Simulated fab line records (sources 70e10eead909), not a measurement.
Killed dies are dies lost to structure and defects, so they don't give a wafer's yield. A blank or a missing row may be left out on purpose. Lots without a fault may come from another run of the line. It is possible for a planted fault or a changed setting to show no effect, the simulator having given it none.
Matching of chambers || flow nand_harc || pecvd-03 running NHARC_A_CONTACT_DEP_58: 3 sister chambers
The step deposits SiON, target thk 90 nm. 24 wafers are shown with their chamber, then 12 later ones without.

## EACH WAFER AND ITS CHAMBER
{"wafer": "L074.2", "chamber": 1, "heater_power_w (W)": 734}
{"wafer": "L074.5", "chamber": 0, "heater_power_w (W)": 784}
{"wafer": "L074.6", "chamber": 1, "heater_power_w (W)": 741}
{"wafer": "L075.3", "chamber": 0, "heater_power_w (W)": 739}
{"wafer": "L075.4", "chamber": 2, "heater_power_w (W)": 662}
{"wafer": "L075.6", "chamber": 0, "heater_power_w (W)": 733}
{"wafer": "L080.3", "chamber": 2, "heater_power_w (W)": 641}
{"wafer": "L080.5", "chamber": 1, "heater_power_w (W)": 846}
{"wafer": "L080.6", "chamber": 0, "heater_power_w (W)": 803}
{"wafer": "L082.1", "chamber": 1, "heater_power_w (W)": 835}
{"wafer": "L082.4", "chamber": 1, "heater_power_w (W)": 836}
{"wafer": "L082.6", "chamber": 0, "heater_power_w (W)": 815}
{"wafer": "L084.1", "chamber": 0, "heater_power_w (W)": 801}
{"wafer": "L084.3", "chamber": 2, "heater_power_w (W)": 707}
{"wafer": "L084.5", "chamber": 1, "heater_power_w (W)": 865}
{"wafer": "L083.1", "chamber": 0, "heater_power_w (W)": 826}
{"wafer": "L083.5", "chamber": 0, "heater_power_w (W)": 830}
{"wafer": "L083.6", "chamber": 1, "heater_power_w (W)": 884}
{"wafer": "L085.2", "chamber": 1, "heater_power_w (W)": 875}
{"wafer": "L085.4", "chamber": 1, "heater_power_w (W)": 855}
{"wafer": "L085.6", "chamber": 2, "heater_power_w (W)": 696}
{"wafer": "L087.2", "chamber": 0, "heater_power_w (W)": 773}
{"wafer": "L087.4", "chamber": 1, "heater_power_w (W)": 821}
{"wafer": "L087.6", "chamber": 0, "heater_power_w (W)": 767}

SIGNATURES, as means of the wafers listed above
{"reading": "heater_power_w", "chamber 0": 787.10, "chamber 1": 829.20, "chamber 2": 676.50, "scatter within a chamber": 42.3}
Rule: a wafer's distance from a chamber is the root of the sum, over the readings, of the square of ((its reading less the chamber's mean) divided by the reading's scatter). If the next closest chamber is less than 2 further off than the closest, the wafer can't be placed; otherwise it belongs to the closest. The scatter: the root of (the sum of the squares of (reading less its chamber's mean) over the shown wafers, divided by (wafers less chambers)).

## WAFERS WHOSE CHAMBER IS MISSING
{"wafer": "L089.4", "heater_power_w (W)": 792}
{"wafer": "L089.5", "heater_power_w (W)": 608}
{"wafer": "L089.6", "heater_power_w (W)": 800}
{"wafer": "L090.1", "heater_power_w (W)": 792}
{"wafer": "L090.4", "heater_power_w (W)": 828}
{"wafer": "L090.5", "heater_power_w (W)": 719}
{"wafer": "L093.2", "heater_power_w (W)": 583}
{"wafer": "L093.3", "heater_power_w (W)": 866}
{"wafer": "L093.6", "heater_power_w (W)": 579}
{"wafer": "L095.2", "heater_power_w (W)": 846}
{"wafer": "L095.3", "heater_power_w (W)": 818}
{"wafer": "L095.6", "heater_power_w (W)": 674}

## CHAMBER TAKEN BY EACH
{"wafer": "L089.4", "from the rows above": "can't be placed: 0 or 1", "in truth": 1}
{"wafer": "L089.5", "from the rows above": 2, "in truth": 2}
{"wafer": "L089.6", "from the rows above": "can't be placed: 0 or 1", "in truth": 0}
{"wafer": "L090.1", "from the rows above": "can't be placed: 0 or 1", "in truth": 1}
{"wafer": "L090.4", "from the rows above": "can't be placed: 1 or 0", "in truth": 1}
{"wafer": "L090.5", "from the rows above": "can't be placed: 2 or 0 or 1", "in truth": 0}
{"wafer": "L093.2", "from the rows above": 2, "in truth": 2}
{"wafer": "L093.3", "from the rows above": "can't be placed: 1 or 0", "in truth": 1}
{"wafer": "L093.6", "from the rows above": 2, "in truth": 2}
{"wafer": "L095.2", "from the rows above": "can't be placed: 1 or 0", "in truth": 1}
{"wafer": "L095.3", "from the rows above": "can't be placed: 1 or 0", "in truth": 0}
{"wafer": "L095.6", "from the rows above": 2, "in truth": 2}
4 of 12 placed correctly. From these rows, 8 cannot be placed; in 8 the true chamber is one of the candidates. Number placed wrongly: 0.
